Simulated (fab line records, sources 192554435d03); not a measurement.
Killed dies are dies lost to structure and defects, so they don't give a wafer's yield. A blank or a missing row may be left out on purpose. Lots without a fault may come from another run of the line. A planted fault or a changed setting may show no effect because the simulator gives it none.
A struck lot beside a sound one | flow n5_finfet | 19 steps out of a route of 1938
Sound: wafers L116.1, L116.2, L116.6. Struck: wafers L127.1, L127.3, L127.5. The cause comes at the end.
At each step with rows: each side's tool, then ch and its chambers, then its first start. Under that, the readings that differ: sound wafers | struck wafers | difference of the means | sigmas: that difference in standard deviations of wafers without a fault.
alike: readings whose means differ by less than 2 such deviations, and words and numbers that are the same on both sides. not compared: withheld readings, readings that some wafer has no value for, bounds like >300 that may hide the same value, and numbers for which the record gives no deviation and whose values overlap.
The two part at a step that has a row with sigmas, a row that says differs or no value, or rows on one side only. Numbers that don't overlap but have no deviation are shown without sigmas and don't part them. A reading that every wafer of one side lacks parts them only if that side has two wafers or more.

N5_PMOS_HMC_CHANNEL_EPI_OVL_MEAS_10:
  sound on overlay-01 ch 0, day 3 11:50; struck on overlay-02 ch 0, day 6 05:23
  alike: PMOS_HMC_BLK_OVL
N5_PMOS_HMC_CHANNEL_EPI_INSPECT_11: inspects for defects (macro).
  sound on defect_inspect-01, day 3 11:51; struck on defect_inspect-01, day 6 05:24
  alike: raw_defect_count
then, 2 steps without rows for these wafers: N5_PMOS_HMC_CHANNEL_EPI_DESCUM_14 (chemistry O2, time 7.9 s); N5_PMOS_HMC_CHANNEL_EPI_ETCH_32 (etches BARC in N2/H2, stops on SiO2, target depth 85.8 nm, time 50.3 s).
N5_PMOS_HMC_CHANNEL_EPI_HM_OPEN_15: chemistry CHF3/O2, target SiO2, target depth 40.6 nm, time 20.3 s.
  sound on rie_diel-01 ch 2,3, day 3 11:58; struck on rie_diel-01 ch 0,1,3, day 6 05:31
  alike: drypump_motor_current_A, oes_product_au, rf_vpp_V, showerhead_plenum_p_Torr, throttle_valve_pct
  not compared: rf_hours_counter_h
N5_PMOS_HMC_CHANNEL_EPI_STRIP_33: strips in N2/H2.
  sound on rie_diel-01 ch 2,3, day 3 12:01; struck on rie_diel-01 ch 0,1,3, day 6 05:34
  alike: drypump_motor_current_A, oes_product_au, rf_vpp_V, showerhead_plenum_p_Torr, throttle_valve_pct
  not compared: rf_hours_counter_h
then, 1 step without rows for these wafers: N5_PMOS_HMC_CHANNEL_EPI_STRIP_17 (strips in SPM, time 750 s).
N5_PMOS_HMC_CHANNEL_EPI_ETCH_38: etches SiO2 in CF4, target depth 1.5 nm.
  sound on rie_si-04 ch 0,1,2, day 3 12:19; struck on rie_si-03 ch 0,1,2, day 6 05:52
  alike: drypump_motor_current_A, oes_product_au, throttle_valve_pct
  not compared: rf_hours_counter_h
N5_PMOS_HMC_CHANNEL_EPI_FIN_RECESS_16: chemistry HBr/Cl2, target Si, target depth 54 nm, time 18 s.
  sound on rie_si-04 ch 0,1,2, day 3 12:20; struck on rie_si-03 ch 0,1,2, day 6 05:53
  alike: drypump_motor_current_A, oes_product_au, throttle_valve_pct
  not compared: rf_hours_counter_h
then, 3 steps without rows for these wafers: N5_PMOS_HMC_CHANNEL_EPI_PRECLEAN_36 (cleans in O3/DIW, time 45 s); N5_PMOS_HMC_CHANNEL_EPI_PRECLEAN_18 (cleans in DHF, time 30 s); N5_PMOS_HMC_CHANNEL_EPI_SRD_19 (time 30 s).
N5_PMOS_HMC_CHANNEL_EPI_EPI_20: deposits SiGe30, target thk 59 nm.
  sound on epi_rpcvd-03 ch 0, day 3 12:31; struck on epi_rpcvd-04 ch 0, day 6 06:04
  reading            | sound       | struck         | difference | sigmas
  lamp_inner_pct (%) | 9.9 9.8 9.8 | 12.8 12.9 12.6 | +2.9       | +2
then, 2 steps without rows for these wafers: N5_PMOS_HMC_CHANNEL_EPI_HM_STRIP_35 (strips SiO2 in dHF, material SiO2, target depth 39.6 nm, time 216 s); N5_PMOS_HMC_CHANNEL_EPI_SRD_39 (time 30 s).
N5_PMOS_HMC_CHANNEL_EPI_CMP_21: polishes SiGe30, target thk 54 nm.
  sound on cmp-02 ch 2,3, day 3 13:51; struck on cmp-04 ch 0,1,2, day 6 07:28
  alike: motor_current_A
N5_PMOS_HMC_CHANNEL_EPI_THK_MEAS_22:
  sound on film_metro-01, day 3 14:08; struck on film_metro-02, day 6 07:41
  reading          | sound          | struck         | difference | sigmas
  HMC_CMP_THK (nm) | 51.8 53.8 52.7 | 43.2 43.7 44.7 | -8.9       | -9
then, 2 steps without rows for these wafers: N5_PMOS_HMC_CHANNEL_EPI_PRECLEAN_40 (cleans in DHF, time 30 s); N5_PASSIVATION_PROBE_49.

WHERE THEY PART
First at N5_PMOS_HMC_CHANNEL_EPI_EPI_20; last, within this record, at N5_PMOS_HMC_CHANNEL_EPI_THK_MEAS_22.

WHY: what the simulator had put in
Site profile drift: epi_rpcvd-04, from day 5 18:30 on, at N5_PMOS_HMC_CHANNEL_EPI_EPI_20. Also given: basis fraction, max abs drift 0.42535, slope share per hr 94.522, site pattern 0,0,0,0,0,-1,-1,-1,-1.
